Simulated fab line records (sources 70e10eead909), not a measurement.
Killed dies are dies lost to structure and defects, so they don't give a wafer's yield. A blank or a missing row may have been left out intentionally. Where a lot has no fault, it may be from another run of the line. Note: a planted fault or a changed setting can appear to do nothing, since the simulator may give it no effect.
Code-filled problem report in 8D (eight disciplines) form :: flow nand harc :: the parts of the form that need people (team, actions taken, sign-off) are left out

## 1. PROBLEM STATEMENT
Wafers with no fault read 201.0 W with a standard deviation of 1.3, whereas heater power total W at NHARC_A_ZERO_WELL_SOFTBAKE_05 reads a mean of 206.9 W on 1 wafer of 1 lot. That puts it +4.5 standard deviations away from the usual mean.
The step: time 70 s.
Seen first at day 11 12:00 on litho track-03, wafer L331.1. The record holds 33 wafers of 13 lots with a number at this step. The rule behind "out" and "out of limits": a value lying over 4 standard deviations away from the usual mean. The rest of the wafers with a number are treated as sound.

## 2. WHAT THIS IS AND IS NOT
question: which readings at this step
is: heater power total W
is not: -

question: which lots
is: L331
is not: L326, L328, L330, L335, L337, L338, L344, L345, L346, L347, L348, L349

question: which wafers of those lots
is: all that have a number
is not: -

question: read on which tools
is: litho track-03
is not: litho track-02, litho track-07

question: when
is: from day 11 12:00
is not: up to then (12 sound wafers); but 20 sound wafers of L337, L338, L344, L345, L346, L347, L348, L349 came after

## 3. SUSPECTS, AND WHAT RULES EACH OUT
Counting: a tool at any process step up to the reading remains a suspect when it ran all the lots that are out and ran no sound lot after the first of those.
- pvd sputter-01 at NHARC_P_BONDPAD_PVD_17 (deposits TaN, target thk 5 nm, time 8.06 s): ruled out as a lasting fault. After its first lot that is out, L331 (day 11 12:00), sound lots L338, L344, L346, L347 ran on it. With no start given for some of its lots, NHARC_P_BONDPAD_PVD_17 uses the hours and lot order of NHARC_A_ZERO_WELL_SOFTBAKE_05.
- pvd sputter-01 at NHARC_P_BONDPAD_PVD_27 (deposits Cu, target thk 30 nm, time 20.49 s): ruled out as a lasting fault. After its first lot that is out, L331 (day 11 12:00), sound lots L338, L344, L346, L347 ran on it. With no start given for some of its lots, NHARC_P_BONDPAD_PVD_27 uses the hours and lot order of NHARC_A_ZERO_WELL_SOFTBAKE_05.
- litho track-03 at NHARC_A_ZERO_WELL_SOFTBAKE_05 (time 70 s): ruled out as a lasting fault. After its first lot that is out, L331 (day 11 12:00), sound lots L337, L338, L344, L347, L349 ran on it.
Left after counting: nothing in the record.

## 4. THE CAUSE (what the simulator had put in)
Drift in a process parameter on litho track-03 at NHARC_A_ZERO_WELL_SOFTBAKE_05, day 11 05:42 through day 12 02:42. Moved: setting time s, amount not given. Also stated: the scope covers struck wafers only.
Counting ruled it out, wrongly.

## 5. SEQUENCE OF EFFECTS, ordered by route
Each row: a reading whose mean over the struck wafers that have a number lies more than 3 standard deviations from the usual. Readings are gone through only where the record gives a usual standard deviation; hours: the median, over the lots, of the time from a lot's start at the first step in this table giving one to that lot's start at this step; sigmas: the change measured in usual standard deviations.
hours: 0
step: NHARC_A_ZERO_WELL_SOFTBAKE_05
reading: heater power total W
usual: 201.0 W
on struck wafers: 206.9
change: +5.9
sigmas: +4.5
Process steps it contains:
- NHARC_A_ZERO_WELL_SOFTBAKE_05: time 70 s.
Readings that are blank on the struck wafers while sound wafers have them: plate temp C at NHARC_A_ZERO_WELL_SOFTBAKE_05.
Later steps that measure or inspect, where all struck wafers having a row at the step show a number for every such reading and not one has moved that far: NHARC_A_ZERO_WELL_CD_MEAS_10.

## 6. HOW IT WOULD HAVE BEEN CAUGHT EARLIER
First out-of-limits reading in this record: day 11 12:00, which is 6 hours after fault onset at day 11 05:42.
